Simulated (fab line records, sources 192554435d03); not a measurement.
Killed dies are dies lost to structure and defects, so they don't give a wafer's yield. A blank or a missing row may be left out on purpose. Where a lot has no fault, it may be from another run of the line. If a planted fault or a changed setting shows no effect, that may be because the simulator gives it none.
One fault through the eyes of 2 desks ; flow n5Finfet ; each desk has only its own numbers; what lay behind them comes last

== THE METROLOGY DESK ==
Means of the sampled wafers that have a number, per lot and without regard to the tool the lot ran on: this is what the gauges read. Any lot whose mean is over 4 standard deviations away from the usual mean is out of limits and marked OUT; that distance is given in the brackets. Only the readings that lie furthest out on some lot appear, 7 of the 10 it has.
Columns: A = DIBL_P at N5_BEOL_M4_RC_MEAS_101, usual 37 mV/V; B = IOFF_N at N5_BEOL_M4_RC_MEAS_101, usual 0.18 nA/um; C = IOFF_P at N5_BEOL_M4_RC_MEAS_101, usual 0.21 nA/um; D = ION_N at N5_BEOL_M4_RC_MEAS_101, usual 674 uA/um; E = ION_P at N5_BEOL_M4_RC_MEAS_101, usual 459 uA/um; F = VT_N at N5_BEOL_M4_RC_MEAS_101, usual 250 mV; G = VT_P at N5_BEOL_M4_RC_MEAS_101, usual -251 mV
lot;first seen here;A;B;C;D;E;F;G
L225;day 9 08:56;37;0.17;0.20;670;455;252;-253
L224;day 9 13:39;37;0.20;0.23;671;464;248;-249
L235;day 12 01:32;38;0.17;0.22;684;466;247;-251
L237;day 12 09:47;37;0.18;0.22;683;462;249;-250
L239;day 12 16:43;41;0.25;0.32;693;473;244;-244
L243;day 13 21:56;37;0.17;0.18;671;450;249;-256
Finding of this desk: none of the 6 lots has anything out of limits.

== FOR THE TOOL OWNER'S DESK: aldSin-04 ==
The tool's own readings at N5_GATE_CUT_ALD_22 (deposits SiNx, target thk 16 nm, pulse time 1 s, ald cycles 320): means of the sampled wafers that have a number, for each lot that ran on this tool. Any lot whose mean is over 4 standard deviations away from the usual mean is out of limits and marked OUT; that distance is given in the brackets.
Columns: A = heaterPowerW at N5_GATE_CUT_ALD_22, usual 860 W; B = precursorPulseHeightRel at N5_GATE_CUT_ALD_22, usual 0.999
lot;first seen here;A;B
L224;day 5 08:03;841;1.010
L225;day 5 12:12;831;1.006
L239;day 9 00:20;809;0.990
L243;day 10 07:40;851;0.972
Finding of this desk: none of the 4 lots has anything out of limits.

== TAKEN TOGETHER ==
Metrology desk: nothing out of limits seen.
The tool owner's desk saw nothing out of limits.

== WHAT HAD BEEN PUT IN BY THE SIMULATOR ==
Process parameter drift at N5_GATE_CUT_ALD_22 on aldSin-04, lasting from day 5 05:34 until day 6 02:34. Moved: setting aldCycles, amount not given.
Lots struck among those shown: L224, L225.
